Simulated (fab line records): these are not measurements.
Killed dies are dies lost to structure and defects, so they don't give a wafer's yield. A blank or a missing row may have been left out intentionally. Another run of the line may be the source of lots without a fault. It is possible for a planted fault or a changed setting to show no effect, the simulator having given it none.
Split-lot study -- flow n5_finfet -- route with 1938 steps; 7 lots, 39 wafers read

## SPLIT DETAILS
At N5_MOL_CONTACT_COAG_SPUTTER_130 (material Co, target thk 47.5 nm), the setting power_w was moved away from the recipe's 3000 W on 18 of the 39 wafers read, by -18.7% to +14.0%. All remaining wafers had this setting at the recipe value.

Reading taken at the split's own step.

## THE READING
Co_of_MOL_CONTACT_COAG_SPUTTER_130.thk_nm (the simulator's own value, which no gauge read), in nm, at N5_MOL_CONTACT_COAG_SPUTTER_130 (material Co, target thk 47.5 nm). No usual value for it is given in the file. The 21 wafers here that ran the recipe average 47.6 nm, standard deviation 0.49 nm.

wafer,"tool, chamber at the split","power_w as run, W",against the recipe,"Co_of_MOL_CONTACT_COAG_SPUTTER_130.thk_nm, nm",against lot-mates on the recipe
L075.1,"pvd_sputter-03, -",3000,recipe,47.6,-
L075.2,"pvd_sputter-03, -",3000,recipe,47.6,-
L075.4,"pvd_sputter-03, -",3000,recipe,47.6,-
L078.1,"pvd_sputter-03, -",2784,-7.2%,45,-3.3
L078.3,"pvd_sputter-03, -",2784,-7.2%,45,-3.3
L078.5,"pvd_sputter-03, -",2784,-7.2%,45,-3.3
L078.2,"pvd_sputter-03, -",3000,recipe,48,-
L078.4,"pvd_sputter-03, -",3000,recipe,48.4,-
L078.6,"pvd_sputter-03, -",3000,recipe,48.4,-
L080.1,"pvd_sputter-02, -",3419,+14.0%,54.6,+6.9
L080.2,"pvd_sputter-02, -",3419,+14.0%,55,+7.3
L080.3,"pvd_sputter-02, -",3000,recipe,47.8,-
L080.4,"pvd_sputter-02, -",3000,recipe,47.8,-
L080.5,"pvd_sputter-02, -",3419,+14.0%,54.4,+6.7
L080.6,"pvd_sputter-02, -",3000,recipe,47.4,-
L082.1,"pvd_sputter-02, -",2439,-18.7%,37.6,-9.1
L082.2,"pvd_sputter-02, -",3000,recipe,46.8,-
L082.4,"pvd_sputter-02, -",3000,recipe,46.8,-
L082.3,"pvd_sputter-02, -",2439,-18.7%,38,-8.7
L082.5,"pvd_sputter-02, -",3000,recipe,46.6,-
L082.6,"pvd_sputter-02, -",2439,-18.7%,37.4,-9.3
L089.1,"pvd_sputter-02, -",3339,+11.3%,53.2,+5.6
L089.2,"pvd_sputter-02, -",3339,+11.3%,52.8,+5.2
L089.6,"pvd_sputter-02, -",3339,+11.3%,52.8,+5.2
L089.3,"pvd_sputter-02, -",3000,recipe,47.4,-
L089.4,"pvd_sputter-02, -",3000,recipe,47.6,-
L089.5,"pvd_sputter-02, -",3000,recipe,47.8,-
L090.1,"pvd_sputter-02, -",3344,+11.5%,52.8,+5.6
L090.2,"pvd_sputter-02, -",3344,+11.5%,52.6,+5.4
L090.5,"pvd_sputter-02, -",3344,+11.5%,52.6,+5.4
L090.3,"pvd_sputter-02, -",3000,recipe,47,-
L090.4,"pvd_sputter-02, -",3000,recipe,47.4,-
L090.6,"pvd_sputter-02, -",3000,recipe,47.2,-
L092.1,"pvd_sputter-02, -",3000,recipe,47.8,-
L092.2,"pvd_sputter-02, -",3000,recipe,48,-
L092.3,"pvd_sputter-02, -",2773,-7.6%,44.2,-3.8
L092.4,"pvd_sputter-02, -",2773,-7.6%,44.8,-3.2
L092.5,"pvd_sputter-02, -",2773,-7.6%,44.4,-3.6
L092.6,"pvd_sputter-02, -",3000,recipe,48.2,-

FIT RESULTS
A straight line over all 39 wafers: Co_of_MOL_CONTACT_COAG_SPUTTER_130.thk_nm changes by +0.488 nm for each +1% of power_w; r = +0.99; the points scatter about the line by 0.58 nm.
The same after taking each lot's own level away (the mean of its wafers on the recipe; 39 wafers): +0.482 nm for each +1%; r = +1.00; scatter 0.21 nm.
The reading moves by 9 nm for the largest change in power_w, on that fit.
Measured against the standard deviation above, the lots' own levels, which go from 46.73 to 48.27 nm, span 3.1 times it.
Consequently the slope shifts little with the lot-to-lot level, the two slopes agreeing.
Check: with one of the wafers moved furthest among these (-18.7%) left out of the fit, the line predicts -8.97 nm for it against its lot-mates. Against them it came out at -9.13 nm.

## THESE WAFERS: OTHER SPLITS
Other splits were also applied to these wafers ahead of the reading. Each is held against what the fit with the lots' levels taken away leaves over:
other split on the same wafers,wafers away from the commonest value,r with Co_of_MOL_CONTACT_COAG_SPUTTER_130.thk_nm (lot level and that fit taken away)
N5_DUMMY_GATE_ETCH_32 time_s,15,+0.12
N5_DUMMY_GATE_ETCH_42 bias_w,12,-0.02
N5_GATE_CUT_ETCH_58 time_s,15,+0.15

## THE FILE'S OWN FIT
Co_of_MOL_CONTACT_COAG_SPUTTER_130.thk_nm changes by +0.482 nm for each +1% of power_w, r = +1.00.
